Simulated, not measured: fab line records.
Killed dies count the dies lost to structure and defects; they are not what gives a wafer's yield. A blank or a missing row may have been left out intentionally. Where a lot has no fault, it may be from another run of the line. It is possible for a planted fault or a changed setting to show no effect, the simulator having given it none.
A lot that was struck, set against a sound lot    flow n5Finfet    37 steps out of a route of 1938
Sound: wafers L967.3, L967.5, L967.6. Struck: wafer L960.1. (L960.3, L960.6 of the same lot were not struck and are left out.) The cause comes at the end.
For every step that has rows: the tool of each side, followed by ch and its chambers, followed by its first start. Under that, the readings that differ: sound wafers    struck wafers    difference of the means    sigmas: that difference in standard deviations of wafers without a fault.
alike: readings whose means differ by less than 2 such deviations, and words and numbers that are the same on both sides. not compared: withheld readings, readings that some wafer has no value for, bounds like >300 that may hide the same value, and numbers for which the record gives no deviation and whose values overlap.
The two part at a step that has a row with sigmas, a row that says differs or no value, or rows on one side only. Numbers that have no deviation but don't overlap get no sigmas and don't part them. A reading missing from all wafers of one side parts the sides only when that side holds two or more wafers.

first, 8 steps without rows for these wafers: N5_MOL_CONTACT_COAG_SRD_139 (time 30 s); N5_MOL_CONTACT_COAG_PRE_CLEAN_121; N5_MOL_CONTACT_COAG_CVD_140 (deposits W, target thk 66.5 nm, time 215 s); N5_MOL_CONTACT_COAG_PRECLEAN_127 (cleans in DIW, time 57.5 s); N5_MOL_CONTACT_COAG_SRD_128 (dry time 32 s); N5_MOL_CONTACT_COAG_CMP_52 (polishes, stops on SiO2, t overpolish 1.5 s, target thk 66.5 nm); N5_MOL_CONTACT_COAG_ANNEAL_112 (time 1800 s); N5_BEOL_M0_SAQP_PECVD_00 (deposits SiCN from 3MS/NH3, target thk 8 nm, time 14 s).
N5_BEOL_M0_SAQP_ILD_DEP_01: deposits SiOC from DEMS/O2, target thk 45.419 nm, time 8.7 s.
  sound on pecvd-03 ch 0,1,2, day 11 06:23; struck on pecvd-01 ch 0, day 9 04:38
reading                                           sound         struck  difference  sigmas
model.SiOC_of_BEOL_M0_SAQP_ILD_DEP_01.thkNm (nm)  45 45.4 44.8  15      -30         
  alike: chamberPressureTorr, heaterPowerW, showerheadPlenumPTorr, throttleValvePct
then, 25 steps without rows for these wafers: N5_BEOL_M0_SAQP_HM_DEP_02 (deposits TiN, target thk 12 nm); N5_BEOL_M0_SAQP_PECVD_03 (deposits SiCN from 3MS/NH3, target thk 12 nm, time 21.1 s); N5_BEOL_M0_SAQP_PECVD_96 (deposits a-Si from SiH4/He, target thk 45 nm, time 45.2 s); N5_BEOL_M0_SAQP_PECVD_97 (deposits SiNx from SiH4/NH3/N2, target thk 23 nm, time 19.9 s); N5_BEOL_M0_SAQP_PECVD_04 (deposits a-Si from SiH4/He, target thk 60 nm, time 60.2 s); N5_BEOL_M0_SAQP_HM_DEP_111 (deposits SiO2 from SiH4/N2O, target thk 12 nm, time 7.2 s); N5_BEOL_M0_SAQP_COAT_81 (time 60 s, resist thk 100 nm); N5_BEOL_M0_SAQP_COAT_82 (time 60 s, resist thk 30 nm); N5_BEOL_M0_SAQP_COAT_08 (resist thk 90 nm); N5_BEOL_M0_SAQP_EBR_10; N5_BEOL_M0_SAQP_SOFTBAKE_09 (time 60 s); N5_BEOL_M0_SAQP_EXPOSE_11 (exposes mask M0 CORE, target cd 42 nm); N5_BEOL_M0_SAQP_PEB_12 (peb time 60 s); N5_BEOL_M0_SAQP_DEVELOP_13 (develop time 30 s); N5_BEOL_M0_SAQP_DESCUM_19 (chemistry O2, time 7.9 s); N5_BEOL_M0_SAQP_ETCH_83 (etches SiARC in CF4, target depth 39 nm, time 65 s); N5_BEOL_M0_SAQP_ETCH_84 (etches SOC in N2/H2, target depth 100 nm, overetch 20 nm, time 150 s); N5_BEOL_M0_SAQP_STRIP_80 (strips in N2/H2); N5_BEOL_M0_SAQP_HM_OPEN_112 (chemistry CHF3/O2, target SiO2, stops on a-Si, target depth 12 nm, time 13.5 s); N5_BEOL_M0_SAQP_STRIP_113 (strips in CHF3/O2); N5_BEOL_M0_SAQP_MANDREL_ETCH_20 (etches a-Si in HBr/Cl2, stops on SiNx, target depth 60 nm, bt time 10 s, time 30 s); N5_BEOL_M0_SAQP_STRIP_86 (strips in N2/H2); N5_BEOL_M0_SAQP_STRIP_115 (strips in post etch residue remover, time 60 s); N5_BEOL_M0_SAQP_SRD_93 (time 30 s); N5_BEOL_M0_SAQP_RECESS_114 (chemistry HF/NH3, target SiO2, target depth 14.4 nm, afs cycles 3, sublimation time 60 s).
N5_BEOL_M0_CMP_120: polishes, stops on SiOC, t overpolish 6.9 s.
  sound on cmp-01 ch 0,1,3, day 11 20:07; struck on cmp-03 ch 3, day 10 00:39
reading                                           sound         struck  difference  sigmas
model.SiOC_of_BEOL_M0_SAQP_ILD_DEP_01.thkNm (nm)  39 39.2 38.8  9       -30         
  alike: barrierFieldEndpointS, motorCurrentA, overpolishRunS, platenRpm, timeToEndpointS
  not compared: padLifeWafers
N5_BEOL_M0_RS_MEAS_126: measurement is done with a four-point probe.
  struck on filmMetro-01, day 10 01:16; sound on filmMetro-01, day 11 20:34
reading         sound              struck  difference  sigmas
M0_RS (ohm/sq)  0.538 0.574 0.544  1.935   +1.383      +60
-- the record jumps here: 5 days lie between the struck wafers' starts before and after (it left off in module BEOL_M0 and takes up again in module BEOL_M4, whose first step shown is number 1111 of the route) --
N5_BEOL_M4_RC_MEAS_101:
  sound on prober-02 ch 0, day 16 15:40; struck on prober-01 ch 0, day 15 06:26
reading    sound           struck  difference  sigmas
VT_P (mV)  -249 -247 -242  -237    +9          +2
  alike: DIBL_N, DIBL_P, IOFF_N, IOFF_P, ION_N, ION_P, SS_N, SS_P, VT_N

## WHERE THEY PART
Earliest at N5_BEOL_M0_RS_MEAS_126; latest, in this record, at N5_BEOL_M4_RC_MEAS_101.

WHY: what the simulator had put in
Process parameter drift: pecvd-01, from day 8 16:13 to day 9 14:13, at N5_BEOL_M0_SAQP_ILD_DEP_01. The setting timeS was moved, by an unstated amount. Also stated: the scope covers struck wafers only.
